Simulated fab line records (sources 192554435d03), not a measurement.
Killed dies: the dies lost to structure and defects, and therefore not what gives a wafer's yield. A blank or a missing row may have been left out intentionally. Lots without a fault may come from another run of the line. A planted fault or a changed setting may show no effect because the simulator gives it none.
Chamber matching | flow n5-finfet | N5_BEOL_M5_STRIP_36 on rie-diel-04 has 4 sister chambers
The step strips in N2/H2. 14 wafers are shown with their chamber, then 7 later ones without.

WAFERS, EACH WITH ITS CHAMBER
wafer  | chamber | showerhead-plenum-p-Torr (Torr) | drypump-motor-current-A (A) | throttle-valve-pct (%)
L077.2 | 2       | 2.71                            | 4.7                         | 23.60
L077.3 | 3       | 2.40                            | 6.0                         | 23.82
L077.5 | 2       | 2.71                            | 4.7                         | 23.61
L081.3 | 0       | 2.48                            | 5.4                         | 23.40
L081.5 | 0       | 2.48                            | 5.4                         | 23.40
L081.6 | 3       | 2.40                            | 5.9                         | 23.79
L085.1 | 1       | 2.60                            | 5.1                         | 23.43
L085.2 | 2       | 2.71                            | 4.7                         | 23.59
L085.3 | 3       | 2.39                            | 5.9                         | 23.81
L091.1 | 3       | 2.39                            | 6.0                         | 23.80
L091.2 | 1       | 2.60                            | 5.1                         | 23.40
L091.6 | 2       | 2.70                            | 4.8                         | 23.63
L092.1 | 3       | 2.39                            | 5.9                         | 23.81
L092.2 | 0       | 2.47                            | 5.4                         | 23.42

SIGNATURES (averages over the wafers above)
reading                  | chamber 0 | chamber 1 | chamber 2 | chamber 3 | scatter within a chamber
showerhead-plenum-p-Torr | 2.4767    | 2.6000    | 2.7075    | 2.3940    | 0.00512
drypump-motor-current-A  | 5.400     | 5.100     | 4.725     | 5.940     | 0.0442
throttle-valve-pct       | 23.4067   | 23.4150   | 23.6075   | 23.8060   | 0.0145
Rule: for each reading, subtract the chamber's mean from the wafer's reading, divide by that reading's scatter and square the result; add these up over the readings and take the root, which gives the wafer's distance from the chamber. If the next closest chamber is less than 2 further off than the closest, the wafer can't be placed; otherwise it belongs to the closest. The scatter is the square root of a quotient: the sum, over the shown wafers, of each reading's squared deviation from its chamber's mean, divided by wafers minus chambers.

WAFERS WHOSE CHAMBER IS MISSING
wafer  | showerhead-plenum-p-Torr (Torr) | drypump-motor-current-A (A) | throttle-valve-pct (%)
L092.4 | 2.60                            | 5.1                         | 23.41
L093.2 | 2.70                            | 4.7                         | 23.62
L093.5 | 2.60                            | 5.1                         | 23.44
L093.6 | 2.70                            | 4.7                         | 23.64
L096.1 | 2.47                            | 5.4                         | 23.44
L096.2 | 2.70                            | 4.7                         | 23.61
L096.5 | 2.70                            | 4.7                         | 23.66

WHICH CHAMBER EACH ONE RAN IN
wafer  | from the rows above | in truth
L092.4 | 1                   | 1
L093.2 | 2                   | 2
L093.5 | 1                   | 1
L093.6 | 2                   | 2
L096.1 | 0                   | 0
L096.2 | 2                   | 2
L096.5 | 2                   | 2
7 of 7 placed correctly. Can't be placed from these rows: 0. Placed wrongly: 0.
